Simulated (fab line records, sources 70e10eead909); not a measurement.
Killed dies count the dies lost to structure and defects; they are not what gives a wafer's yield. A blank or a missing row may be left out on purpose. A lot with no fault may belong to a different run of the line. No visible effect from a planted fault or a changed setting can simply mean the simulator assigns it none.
Which tool was responsible? || flow nand-harc || 24 lots, 72 wafers sampled, at 1 step of a route of 1159

## WHAT EACH GAUGE READ, for each wafer
NHARC_A_CONTACT_CD_MEAS_69 targets a cd of 200 nm. Usual: cd-nm at 199.9 nm, with a standard deviation of 0.62.
{"lot": "L074", "measured": "day 16 20:26", "on": "cd-sem-01", "cd-nm (nm)": "200.3 199.5 199.8", "flag": ""}
{"lot": "L076", "measured": "day 17 01:31", "on": "cd-sem-03", "cd-nm (nm)": "199.7 198.6 199.3", "flag": ""}
{"lot": "L075", "measured": "day 17 04:19", "on": "cd-sem-02", "cd-nm (nm)": "199.6 198.9 200.6", "flag": ""}
{"lot": "L077", "measured": "day 17 20:25", "on": "cd-sem-01", "cd-nm (nm)": "200.1 200.6 199.8", "flag": ""}
{"lot": "L079", "measured": "day 17 22:50", "on": "cd-sem-01", "cd-nm (nm)": "200.2 199.3 200.1", "flag": ""}
{"lot": "L078", "measured": "day 18 02:05", "on": "cd-sem-02", "cd-nm (nm)": "199.5 199.9 199.8", "flag": ""}
{"lot": "L082", "measured": "day 18 16:09", "on": "cd-sem-01", "cd-nm (nm)": "198.9 199.1 198.4", "flag": ""}
{"lot": "L081", "measured": "day 18 18:07", "on": "cd-sem-01", "cd-nm (nm)": "200.8 200.4 200.5", "flag": ""}
{"lot": "L080", "measured": "day 18 22:19", "on": "cd-sem-02", "cd-nm (nm)": "199.7 200.2 200.0", "flag": ""}
{"lot": "L083", "measured": "day 19 01:17", "on": "cd-sem-01", "cd-nm (nm)": "199.6 200.0 199.9", "flag": ""}
{"lot": "L084", "measured": "day 19 04:31", "on": "cd-sem-01", "cd-nm (nm)": "199.4 199.0 199.2", "flag": ""}
{"lot": "L087", "measured": "day 19 13:26", "on": "cd-sem-02", "cd-nm (nm)": "200.4 201.0 199.8", "flag": ""}
{"lot": "L088", "measured": "day 19 14:16", "on": "cd-sem-02", "cd-nm (nm)": "200.2 199.4 199.9", "flag": ""}
{"lot": "L086", "measured": "day 19 19:07", "on": "cd-sem-02", "cd-nm (nm)": "200.5 201.5 201.3", "flag": ""}
{"lot": "L085", "measured": "day 20 00:11", "on": "cd-sem-02", "cd-nm (nm)": "200.7 199.9 201.0", "flag": ""}
{"lot": "L089", "measured": "day 20 05:01", "on": "cd-sem-02", "cd-nm (nm)": "198.8 198.9 200.1", "flag": ""}
{"lot": "L090", "measured": "day 20 10:35", "on": "cd-sem-01", "cd-nm (nm)": "199.8 200.4 200.1", "flag": ""}
{"lot": "L091", "measured": "day 20 10:44", "on": "cd-sem-02", "cd-nm (nm)": "199.7 199.6 199.7", "flag": ""}
{"lot": "L092", "measured": "day 20 20:25", "on": "cd-sem-02", "cd-nm (nm)": "198.8 199.5 200.0", "flag": ""}
{"lot": "L093", "measured": "day 21 08:02", "on": "cd-sem-01", "cd-nm (nm)": "199.9 200.1 199.7", "flag": ""}
{"lot": "L094", "measured": "day 21 09:16", "on": "cd-sem-01", "cd-nm (nm)": "200.7 200.2 201.3", "flag": ""}
{"lot": "L095", "measured": "day 21 13:03", "on": "cd-sem-03", "cd-nm (nm)": "200.4 200.5 199.3", "flag": ""}
{"lot": "L096", "measured": "day 21 14:06", "on": "cd-sem-01", "cd-nm (nm)": "199.8 200.1 200.2", "flag": ""}
{"lot": "L097", "measured": "day 22 21:21", "on": "cd-sem-02", "cd-nm (nm)": "200.4 199.1 199.2", "flag": ""}

## WHICH TOOL RAN EACH LOT (tool, then ch and the chambers of the sampled wafers, then the start)
Before these readings, the record contains no process step.

## WHAT THE TOOLS THEMSELVES READ (means of the sampled wafers that have a number; where no wafer has one, the mark that the record gives instead)
The record holds no such reading with a usual standard deviation.

## THE ANSWER, worked out from the rows above alone
Rule: take the mean of a lot's wafers that have a number; if it is more than 3 standard deviations from the usual mean, the lot is off. A lot without any number at a reading at which 4 lots or more have one is off too. Any other lot the step has rows for is counted as sound. After the gauges, taken in route order, come the tools' own readings; for these a lot's mean is taken, as printed above. The first step at which some lot is off is used, and at that step the reading that is off furthest; a lot without a number counts as furthest.
No lot is off at any reading shown: from this, nothing can be told.

## WHAT THE SIMULATOR HAD INSERTED
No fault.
